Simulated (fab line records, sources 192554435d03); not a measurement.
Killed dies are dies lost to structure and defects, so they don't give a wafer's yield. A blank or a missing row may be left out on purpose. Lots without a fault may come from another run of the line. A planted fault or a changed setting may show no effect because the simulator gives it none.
A struck lot beside a sound one | flow n5_finfet | 14 steps out of a route of 1938
Sound: wafers L746.3, L746.4, L746.6. Struck: wafers L732.3, L732.5, L732.6. The cause comes at the end.
At each step with rows: each side's tool, then ch and its chambers, then its first start. Under that, the readings that differ: sound wafers | struck wafers | difference of the means | sigmas: that difference in standard deviations of wafers without a fault.
alike: readings whose means differ by less than 2 such deviations, and words and numbers that are the same on both sides. not compared: withheld readings, readings that some wafer has no value for, bounds like >300 that may hide the same value, and numbers for which the record gives no deviation and whose values overlap.
The two part at a step that has a row with sigmas, a row that says differs or no value, or rows on one side only. Numbers that don't overlap but have no deviation are shown without sigmas and don't part them. A reading that every wafer of one side lacks parts them only if that side has two wafers or more.

N5_MIM_TOP_LITHO_CD_MEAS_08: target cd 2000 nm.
  sound on cd_sem-01 ch 0, day 17 00:36; struck on cd_sem-02 ch 0, day 13 10:51
  alike: cd_nm
N5_MIM_TOP_LITHO_OVL_MEAS_11:
  sound on overlay-01 ch 0, day 17 00:38; struck on overlay-01 ch 0, day 13 10:53
  alike: MIM_TOP_OVL
N5_MIM_TOP_LITHO_INSPECT_12: inspects for defects (macro).
  sound on defect_inspect-02, day 17 00:39; struck on defect_inspect-01, day 13 10:54
  reading          | sound | struck | difference | sigmas
  raw_defect_count | 5 2 7 | 2 0 1  | -4         | -3
N5_MIM_TOP_LITHO_DESCUM_10: chemistry O2, time 7.9 s.
  sound on rie_diel-01 ch 1,2,3, day 17 01:00; struck on rie_diel-05 ch 2,3, day 13 11:05
  alike: drypump_motor_current_A, o2_flow_sccm, oes_product_au, rf_fwd_power_W, rf_vpp_V, showerhead_plenum_p_Torr, throttle_valve_pct
  not compared: rf_hours_counter_h
N5_MIM_TOP_ETCH_ETCH_00: etches TiN in Cl2/BCl3, target depth 38.5 nm.
  sound on rie_metal-02 ch 0,1, day 17 01:07; struck on rie_metal-02 ch 0,1, day 13 11:13
  alike: drypump_motor_current_A, mfc_ar_sccm, oes_product_au, rf_fwd_power_W, throttle_valve_pct
  not compared: rf_hours_counter_h
N5_MIM_TOP_ETCH_STRIP_01: strips in O2.
  sound on rie_diel-04 ch 1,2,3, day 17 01:27; struck on rie_diel-02 ch 0,3, day 13 11:19
  alike: drypump_motor_current_A, o2_flow_sccm, oes_product_au, rf_vpp_V, showerhead_plenum_p_Torr, throttle_valve_pct
  not compared: rf_hours_counter_h
N5_MIM_TOP_ETCH_PECVD_03: deposits SiNx from SiH4/NH3/N2, target thk 20 nm, time 17.6 s.
  sound on pecvd-01 ch 1,2, day 17 01:31; struck on pecvd-03 ch 1,2, day 13 11:25
  reading                         | sound          | struck         | difference | sigmas
  showerhead_plenum_p_Torr (Torr) | 4.95 5.07 4.94 | 5.17 5.13 5.16 | +0.17      | +2
  throttle_valve_pct (%)          | 44.2 39.4 44.3 | 37.1 38.6 36.9 | -5.1       | -2
  alike: heater_power_w, rf_fwd_power_W, showerhead_vpp_V, susceptor_temp_C
then, 5 steps without rows for these wafers: N5_MIM_BOT_LITHO_HMDS_01 (time 60 s); N5_MIM_BOT_LITHO_COAT_02; N5_MIM_BOT_LITHO_EBR_04; N5_MIM_BOT_LITHO_SOFTBAKE_03 (time 90 s); N5_MIM_BOT_LITHO_EXPOSE_05 (exposes mask MIM BOT).
N5_MIM_BOT_LITHO_PEB_06:
  sound on litho_track-01 ch 0, day 17 01:53; struck on litho_track-01, day 13 11:38
  reading         | sound          | struck | difference                    | sigmas
  exhaust_pa (Pa) | 45.7 44.2 46.1 | - - -  | no value on the struck wafers |
  not compared: chill_plate_temp_C
then, 1 step without rows for these wafers: N5_MIM_BOT_LITHO_DEVELOP_07 (develop time 60 s).

WHERE THEY PART
First at N5_MIM_TOP_LITHO_INSPECT_12; last, within this record, at N5_MIM_BOT_LITHO_PEB_06.

WHY: what the simulator had put in
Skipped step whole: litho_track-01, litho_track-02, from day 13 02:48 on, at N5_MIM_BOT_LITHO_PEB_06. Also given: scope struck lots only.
